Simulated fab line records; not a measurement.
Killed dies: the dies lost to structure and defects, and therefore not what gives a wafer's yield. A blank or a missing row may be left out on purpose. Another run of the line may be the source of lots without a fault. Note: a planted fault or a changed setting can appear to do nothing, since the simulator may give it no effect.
A single fault, viewed from 2 desks / flow n5 finfet / every desk sees just its own numbers, and what lay behind them comes last

AT THE TOOL OWNER'S DESK: litho track-03
The tool's own readings at N5_BEOL_M13_PEB_08 (peb time 90 s): means of the sampled wafers that have a number, for each lot that ran on this tool. If a lot's mean is further than 4 standard deviations from the usual mean, the lot is out of limits and carries the mark OUT (the distance appears in the brackets).
Columns: A = chill plate temp C at N5_BEOL_M13_PEB_08, usual 23.02 C; B = exhaust pa at N5_BEOL_M13_PEB_08, usual 44.9 Pa
lot=L563; first seen here=day 12 16:12; A=23.11; B=45.0
lot=L574; first seen here=day 15 05:24; A=23.15; B=43.8
lot=L571; first seen here=day 15 06:21; A=23.13; B=44.1
lot=L583; first seen here=day 17 19:07; A=22.98; B=45.4
This desk found nothing out of limits on any of the 4 lots.

AT THE METROLOGY DESK
What the gauges read, lot by lot, whatever tool the lot ran on: means of the sampled wafers that have a number. If a lot's mean is further than 4 standard deviations from the usual mean, the lot is out of limits and carries the mark OUT (the distance appears in the brackets).
Columns: A = M12_THK at N5_BEOL_M12_THK_MEAS_50, usual 313 nm; B = V12_OVL at N5_BEOL_M13_OVL_MEAS_11, usual -4 nm
lot=L563; first seen here=day 12 15:40; A=312; B=-2
lot=L567; first seen here=day 13 12:11; A=313; B=-10
lot=L569; first seen here=day 14 03:19; A=312; B=-
lot=L572; first seen here=day 14 17:20; A=308; B=-
lot=L574; first seen here=day 15 04:45; A=318; B=-5
lot=L571; first seen here=day 15 05:49; A=313; B=-7
lot=L579; first seen here=day 16 08:07; A=311; B=1
lot=L580; first seen here=day 16 17:07; A=315; B=0
lot=L582; first seen here=day 16 23:38; A=311; B=4
lot=L581; first seen here=day 17 02:25; A=312; B=-7
lot=L586; first seen here=day 17 07:10; A=308; B=-6
lot=L583; first seen here=day 17 18:28; A=313; B=-4
lot=L584; first seen here=day 18 05:44; A=314; B=-7
lot=L585; first seen here=day 18 06:29; A=310; B=-5
This desk found nothing out of limits on any of the 14 lots.

BROUGHT TOGETHER
The tool owner's desk saw nothing out of limits.
At the metrology desk, nothing out of limits was observed.

WHAT WAS PUT IN BY THE SIMULATOR
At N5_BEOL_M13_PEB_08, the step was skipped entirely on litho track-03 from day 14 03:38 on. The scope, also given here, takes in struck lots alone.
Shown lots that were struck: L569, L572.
